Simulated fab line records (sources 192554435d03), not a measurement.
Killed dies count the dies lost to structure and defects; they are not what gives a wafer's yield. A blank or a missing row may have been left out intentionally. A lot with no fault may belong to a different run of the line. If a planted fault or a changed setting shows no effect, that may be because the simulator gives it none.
Split-lot trial + flow n5 finfet + 21 wafers read across 7 lots, on a route 1938 steps long

== THE SPLIT ==
At N5_SDB_ALD_29 (deposits SiNx, target thk 30 nm, pulse time 1 s, ald cycles 600), the setting ald cycles was moved away from the recipe's 600 on 2 of the 21 wafers read, by +8.8% to +14.7%. For the rest of the wafers, this setting stayed at what the recipe calls for.

== FROM THE SPLIT TO THE READING: what the file shows between them, 6 steps ==
- N5_SDB_CMP_30: polishes, stops on poly-Si, t overpolish 1.54 s, target thk 30 nm
- N5_DUMMY_REMOVAL_HM_STRIP_01: strips SiNx in CH3F/O2, stops on poly-Si, target depth 4 nm, time 6.8 s
- N5_DUMMY_REMOVAL_STRIP_10: strips in N2/H2, time 40 s
- N5_DUMMY_REMOVAL_PRECLEAN_07: cleans in dHF, time 30 s
- N5_DUMMY_REMOVAL_DUMMY_REMOVE_02: chemistry TMAH, target poly-Si, stops on SiO2, target depth 142 nm, time 57 s, rinse time 30 s
- N5_DUMMY_REMOVAL_PRECLEAN_08: cleans in NF3:NH3, afs cycles 2, time 20 s, sublimation time 60 s

== THE READING ==
SiNx_of_SDB_ALD_29.thk nm (the simulator's own value, which no gauge read), in nm, at N5_DUMMY_REMOVAL_PRECLEAN_04 (cleans in DHF, time 37 s). The file gives no usual value for it. Across the 19 wafers here that went through the recipe, the average is 29.1 nm and the standard deviation 0.18 nm.

| wafer  | tool, chamber at the split | ald cycles as run | against the recipe | SiNx_of_SDB_ALD_29.thk nm, nm | against lot-mates on the recipe |
|--------|----------------------------|-------------------|--------------------|-------------------------------|---------------------------------|
| L081.2 | ald sin-03, 3              | 600               | recipe             | 29.2                          | -                               |
| L081.4 | ald sin-03, 0              | 600               | recipe             | 29                            | -                               |
| L081.6 | ald sin-03, 1              | 600               | recipe             | 29.4                          | -                               |
| L082.4 | ald sin-01, 0,1,0          | 600               | recipe             | 29.4                          | -                               |
| L082.5 | ald sin-01, 0,1,0          | 600               | recipe             | 29.4                          | -                               |
| L082.6 | ald sin-01, 0,1,0          | 600               | recipe             | 29.4                          | -                               |
| L085.2 | ald sin-02, 3              | 600               | recipe             | 28.8                          | -                               |
| L085.3 | ald sin-02, 1              | 600               | recipe             | 29                            | -                               |
| L085.4 | ald sin-02, 2              | 653               | +8.8%              | 28.2                          | -0.7                            |
| L086.1 | ald sin-03, 3              | 600               | recipe             | 29.2                          | -                               |
| L086.5 | ald sin-03, 3              | 600               | recipe             | 29.2                          | -                               |
| L086.3 | ald sin-03, 2              | 600               | recipe             | 29.4                          | -                               |
| L089.4 | ald sin-03, 0,1,0          | 600               | recipe             | 29                            | -                               |
| L089.5 | ald sin-03, 0,1,0          | 600               | recipe             | 29                            | -                               |
| L089.6 | ald sin-03, 0,1,0          | 600               | recipe             | 29                            | -                               |
| L090.2 | ald sin-02, 2,0            | 600               | recipe             | 29.2                          | -                               |
| L090.3 | ald sin-02, 2,0            | 600               | recipe             | 29                            | -                               |
| L090.4 | ald sin-02, 0              | 600               | recipe             | 29                            | -                               |
| L097.4 | ald sin-02, 1              | 688               | +14.7%             | 28                            | -1.1                            |
| L097.5 | ald sin-02, 3              | 600               | recipe             | 29                            | -                               |
| L097.6 | ald sin-02, 2              | 600               | recipe             | 29.2                          | -                               |
Rows listing several chambers each stand for several wafers; the file does not say which wafer went through which chamber.

THE FIT
A straight line over all 21 wafers: SiNx_of_SDB_ALD_29.thk nm changes by -0.0856 nm for each +1% of ald cycles; r = -0.86; the points scatter about the line by 0.19 nm.
The same after taking each lot's own level away (the mean of its wafers on the recipe; 21 wafers): -0.0761 nm for each +1%; r = -0.95; scatter 0.096 nm.
According to that fit, moving ald cycles by its largest amount changes the reading by 1.1 nm.
The span of the lots' own levels, 28.90 to 29.40 nm, comes to 2.8 times the standard deviation stated above.
Thus the slope moves with the lot-to-lot level: the two fits are different.
Check: with one of the wafers moved furthest among these (+14.7%) left out of the fit, the line predicts -1.16 nm for it against its lot-mates. Against them it came out at -1.1 nm.

== THE WHOLE CHAIN: every reading that the file lists as answering this split, in the file's order ==
| step                         | what it does                                                            | reading                                                                    | change (the file's fit)                | r (the file's) |
|------------------------------|-------------------------------------------------------------------------|----------------------------------------------------------------------------|----------------------------------------|----------------|
| N5_SDB_ALD_29                | deposits SiNx, target thk 30 nm, pulse time 1 s, ald cycles 600         | SiNx_of_SDB_ALD_29.thk nm (the simulator's own value, which no gauge read) | +0.307 nm for each +1% of the setting  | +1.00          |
| N5_SDB_CMP_30                | polishes, stops on poly-Si, t overpolish 1.54 s, target thk 30 nm       | SiNx_of_SDB_ALD_29.thk nm (the simulator's own value, which no gauge read) | -0.0701 nm for each +1% of the setting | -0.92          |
| N5_DUMMY_REMOVAL_HM_STRIP_01 | strips SiNx in CH3F/O2, stops on poly-Si, target depth 4 nm, time 6.8 s | SiNx_of_SDB_ALD_29.thk nm (the simulator's own value, which no gauge read) | -0.0661 nm for each +1% of the setting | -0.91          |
| N5_DUMMY_REMOVAL_PRECLEAN_07 | cleans in dHF, time 30 s                                                | SiNx_of_SDB_ALD_29.thk nm (the simulator's own value, which no gauge read) | -0.0601 nm for each +1% of the setting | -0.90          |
| N5_DUMMY_REMOVAL_PRECLEAN_04 | cleans in DHF, time 37 s                                                | SiNx_of_SDB_ALD_29.thk nm (the simulator's own value, which no gauge read) | -0.0761 nm for each +1% of the setting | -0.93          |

== THE FILE'S OWN FIT ==
SiNx_of_SDB_ALD_29.thk nm changes by -0.0761 nm for each +1% of ald cycles, r = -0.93.
